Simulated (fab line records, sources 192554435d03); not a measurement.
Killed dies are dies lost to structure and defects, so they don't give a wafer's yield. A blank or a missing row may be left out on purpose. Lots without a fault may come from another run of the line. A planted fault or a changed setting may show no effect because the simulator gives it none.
Which tool did it? | flow n5_finfet | 10 lots, 30 wafers sampled, at 1 step of a route of 1938

WHAT THE GAUGES READ, wafer by wafer
N5_WELL_APT_CD_MEAS_08: target cd 200 nm.
lot  | measured    | on        | cd_nm (nm)
L075 | day 1 19:50 | cd_sem-02 | 203.2 201.2 201.2
L077 | day 2 07:45 | cd_sem-02 | 198.1 200.2 199.2
L079 | day 2 19:34 | cd_sem-02 | 199.6 198.9 199.6
L081 | day 3 07:34 | cd_sem-02 | 198.3 197.9 197.6
L084 | day 4 01:41 | cd_sem-02 | 195.9 199.5 199.2
L086 | day 4 13:52 | cd_sem-03 | 201.0 199.1 202.2
L089 | day 5 07:49 | cd_sem-03 | 196.9 198.5 200.6
L092 | day 6 01:43 | cd_sem-01 | 200.5 201.7 200.3
L094 | day 6 14:02 | cd_sem-01 | 198.8 197.4 196.9
L097 | day 7 08:31 | cd_sem-01 | 201.4 199.5 199.8

WHICH TOOL RAN EACH LOT (tool, then ch and the chambers of the sampled wafers, then the start)
The record holds no process step before these readings.

THE ANSWER, worked out from the rows above alone
Rule: what is usual is taken from the lots themselves. Put in order of their means at a reading, lots are off if they are a third of the lots or fewer, leave a main group of 4 or more, and stand apart from it by a gap of 3 or more times the standard deviation of the main group's means; of several such gaps the widest counts. A main group whose means are all the same, to the digits that the tables above print for the reading, isn't used. A lot without any number at a reading at which 4 lots or more have one is off too. The other lots that the step has rows for count as sound.
No lot is off at any reading shown: from this, nothing can be told.

WHAT THE SIMULATOR HAD PUT IN
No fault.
